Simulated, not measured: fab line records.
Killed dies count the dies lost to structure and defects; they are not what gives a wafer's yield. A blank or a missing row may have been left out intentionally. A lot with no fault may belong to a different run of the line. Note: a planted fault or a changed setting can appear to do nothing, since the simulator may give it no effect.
What tool caused it?    flow n5 finfet    30 wafers from 10 lots sampled at 4 of the route's 1938 steps

WHAT EACH GAUGE READ, for each wafer
The record lacks any reading of a measuring or inspecting step that a usual standard deviation could be used to judge.

WHICH TOOL RAN EACH LOT (tool, then ch and the chambers of the sampled wafers, then the start)
lot   N5_BEOL_M4_ETCH_70                  N5_BEOL_M4_STRIP_36                 N5_BEOL_M4_ANNEAL_80          N5_BEOL_M5_ILD_DEP_00
L352  rie diel-03 ch 0,2,3, day 9 05:34   rie diel-03 ch 0,2,3, day 9 05:44   pvd sputter-01, day 9 07:16   pecvd-04 ch 0,1, day 9 11:04
L354  rie diel-06 ch 0,1,3, day 9 18:16   rie diel-06 ch 0,1,3, day 9 18:26   pvd sputter-03, day 9 22:01   pecvd-03 ch 0,1,2, day 10 03:04
L355  rie diel-06 ch 0,1,3, day 10 01:02  rie diel-06 ch 0,1,3, day 10 01:13  pvd sputter-03, day 10 02:56  pecvd-03 ch 0,1,2, day 10 06:28
L358  rie diel-03 ch 1,2,3, day 11 02:53  rie diel-03 ch 1,2,3, day 11 03:02  pvd sputter-01, day 11 04:34  pecvd-02 ch 1,2, day 11 08:06
L361  rie diel-03 ch 0,1,2, day 11 17:57  rie diel-03 ch 0,1,2, day 11 18:07  pvd sputter-03, day 11 19:57  pecvd-02 ch 0,2, day 11 23:28
L362  rie diel-03 ch 1,2,3, day 11 19:38  rie diel-03 ch 1,2,3, day 11 19:47  pvd sputter-02, day 11 21:31  pecvd-04 ch 0,2, day 12 01:10
L363  rie diel-05 ch 0,2,3, day 11 22:59  rie diel-05 ch 0,2,3, day 11 23:08  pvd sputter-02, day 12 00:44  pecvd-04 ch 0,1, day 12 04:16
L365  rie diel-06 ch 1,2, day 12 13:49    rie diel-06 ch 1,2, day 12 13:58    pvd sputter-03, day 12 16:19  pecvd-03 ch 0,1,2, day 12 19:54
L366  rie diel-03 ch 0,1, day 12 22:10    rie diel-03 ch 0,1, day 12 22:19    pvd sputter-01, day 12 23:43  pecvd-03 ch 0,2, day 13 03:16
L367  rie diel-06 ch 0,2, day 13 14:47    rie diel-06 ch 0,2, day 13 14:56    pvd sputter-01, day 13 16:19  pecvd-02 ch 0,1,2, day 13 19:50
- N5_BEOL_M4_ETCH_70: etches SOC in N2/H2, target depth 80 nm, overetch 24 nm, time 130 s.
- N5_BEOL_M4_STRIP_36: strips in N2/H2.
- N5_BEOL_M4_ANNEAL_80: time 240 s.
- N5_BEOL_M5_ILD_DEP_00: deposits SiCOH lowk from DEMS/porogen, target thk 140.64 nm, time 25.9 s.

AS READ BY THE TOOLS THEMSELVES (means over the sampled wafers that have a number; for cases with no such wafer, the mark the record gives instead)
N5_BEOL_M4_ETCH_70.
lot   tool         bias w (W)  drypump motor current A (A)  oes product au (a.u.)  rf vpp V (V)  showerhead plenum p Torr (Torr)  throttle valve pct (%)
L352  rie diel-03  150.5       6.0                          0.59                   521.1         2.46                             17.80
L354  rie diel-06  150.3       5.6                          0.53                   523.1         2.51                             17.73
L355  rie diel-06  149.6       5.6                          0.53                   523.6         2.51                             17.74
L358  rie diel-03  149.6       5.7                          0.61                   522.2         2.50                             17.88
L361  rie diel-03  150.2       5.9                          0.59                   523.1         2.49                             17.87
L362  rie diel-03  150.1       5.7                          0.59                   522.1         2.50                             17.88
L363  rie diel-05  149.6       5.5                          0.55                   524.8         2.53                             17.75
L365  rie diel-06  150.2       5.5                          0.58                   524.4         2.58                             17.49
L366  rie diel-03  150.0       5.6                          0.61                   523.3         2.54                             17.85
L367  rie diel-06  150.4       5.5                          0.65                   527.7         2.66                             17.59

N5_BEOL_M4_STRIP_36.
lot   tool         drypump motor current A (A)  oes product au (a.u.)  rf vpp V (V)  showerhead plenum p Torr (Torr)  throttle valve pct (%)
L352  rie diel-03  6.0                          0.80                   57.9          2.45                             23.60
L354  rie diel-06  5.6                          0.71                   59.6          2.51                             23.45
L355  rie diel-06  5.6                          0.71                   60.3          2.51                             23.44
L358  rie diel-03  5.7                          0.82                   60.7          2.50                             23.76
L361  rie diel-03  5.9                          0.79                   59.8          2.48                             23.73
L362  rie diel-03  5.7                          0.83                   58.6          2.50                             23.78
L363  rie diel-05  5.5                          0.76                   58.1          2.53                             23.55
L365  rie diel-06  5.5                          0.79                   58.7          2.58                             23.15
L366  rie diel-03  5.6                          0.85                   60.0          2.53                             23.73
L367  rie diel-06  5.5                          0.89                   59.8          2.66                             23.40

N5_BEOL_M4_ANNEAL_80.
lot   tool            heater power w (W)
L352  pvd sputter-01  975
L354  pvd sputter-03  902
L355  pvd sputter-03  898
L358  pvd sputter-01  957
L361  pvd sputter-03  904
L362  pvd sputter-02  905
L363  pvd sputter-02  938
L365  pvd sputter-03  901
L366  pvd sputter-01  923
L367  pvd sputter-01  992

N5_BEOL_M5_ILD_DEP_00.
lot   tool      heater power w (W)  showerhead plenum p Torr (Torr)  susceptor temp C (C)  throttle valve pct (%)
L352  pecvd-04  327                 5.730                            299.91                14.7
L354  pecvd-03  264                 5.745                            296.63                13.9
L355  pecvd-03  281                 5.752                            296.90                13.7
L358  pecvd-02  277                 5.737                            300.06                13.7
L361  pecvd-02  311                 5.744                            300.08                14.0
L362  pecvd-04  326                 5.753                            300.00                12.8
L363  pecvd-04  315                 5.716                            300.12                14.7
L365  pecvd-03  280                 5.745                            300.12                13.9
L366  pecvd-03  243                 5.735                            299.94                13.5
L367  pecvd-02  321                 5.747                            300.01                14.1

THE ANSWER, worked out from the rows above alone
Rule: what is usual is taken from the lots themselves. The widest of any qualifying gaps counts: lots, ordered by their means at a reading, are off when they make up no more than a third of the lots, leave a main group of 4 or more, and stand apart from it by 3 or more times the standard deviation of that group's means. A main group whose means are all the same, to the digits that the tables above print for the reading, isn't used. Also off: a lot with no number at a reading for which 4 or more lots have one. All remaining lots with rows at the step are treated as sound. After the gauges, taken in route order, come the tools' own readings; for these a lot's mean is taken, as printed above. The first step at which some lot is off is used, and at that step the reading that is off furthest; a lot without a number counts as furthest.
Off: L354, L355, at N5_BEOL_M5_ILD_DEP_00 (susceptor temp C). The main group has a mean of 300.03 C with a standard deviation of 0.074.
If a tool, at that step or one of the process steps before it, ran each lot that is off and ran no sound lot following the first of them, it fits. Of those tried, none fits.

WHAT THE SIMULATOR HAD PUT IN
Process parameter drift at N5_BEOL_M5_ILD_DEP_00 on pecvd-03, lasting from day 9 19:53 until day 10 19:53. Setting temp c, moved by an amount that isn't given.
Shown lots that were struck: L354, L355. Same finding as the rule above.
